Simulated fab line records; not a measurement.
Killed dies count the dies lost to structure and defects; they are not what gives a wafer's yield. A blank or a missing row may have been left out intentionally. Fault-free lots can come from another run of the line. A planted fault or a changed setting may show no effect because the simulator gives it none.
Chamber matching ; flow n5-finfet ; rie-diel-02 running N5_BEOL_M7_ETCH_65: 4 sister chambers
The step etches SiARC in CF4, target depth 15.6 nm, time 26 s. 4 wafers are shown with their chamber, then 11 later ones without.

WAFERS WITH THEIR CHAMBER
wafer;chamber;showerhead-plenum-p-Torr (Torr)
L092.5;1;2.13
L094.3;3;2.13
L094.5;0;2.16
L095.1;2;2.27

WAFERS MISSING THEIR CHAMBER
wafer;showerhead-plenum-p-Torr (Torr)
L095.2;2.13
L095.3;2.13
L095.4;2.16
L095.5;2.16
L095.6;2.13
L096.1;2.16
L096.2;2.13
L096.3;2.26
L096.4;2.12
L096.5;2.16
L096.6;2.12

EACH ONE'S CHAMBER
wafer;from the rows above;in truth
L095.2;can't be placed: 1 or 3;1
L095.3;can't be placed: 1 or 3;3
L095.4;0;0
L095.5;0;0
L095.6;can't be placed: 1 or 3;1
L096.1;0;0
L096.2;can't be placed: 1 or 3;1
L096.3;2;2
L096.4;can't be placed: 1 or 3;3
L096.5;0;0
L096.6;can't be placed: 1 or 3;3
Placed correctly: 5 of 11. Can't be placed from these rows: 6 (the true chamber is among the candidates in 6). 0 placed wrongly.
How it was worked out, from the rows above alone: a wafer's distance from a chamber is the root of the sum, over the readings, of the square of ((its reading less the chamber's mean) divided by the reading's scatter). If the next closest chamber is less than 2 further off than the closest, the wafer can't be placed; otherwise it belongs to the closest. The mean given for a chamber averages the wafers shown for that chamber. The scatter: root of mean squared gap, hidden wafer to nearest shown wafer, with one shown wafer a chamber.
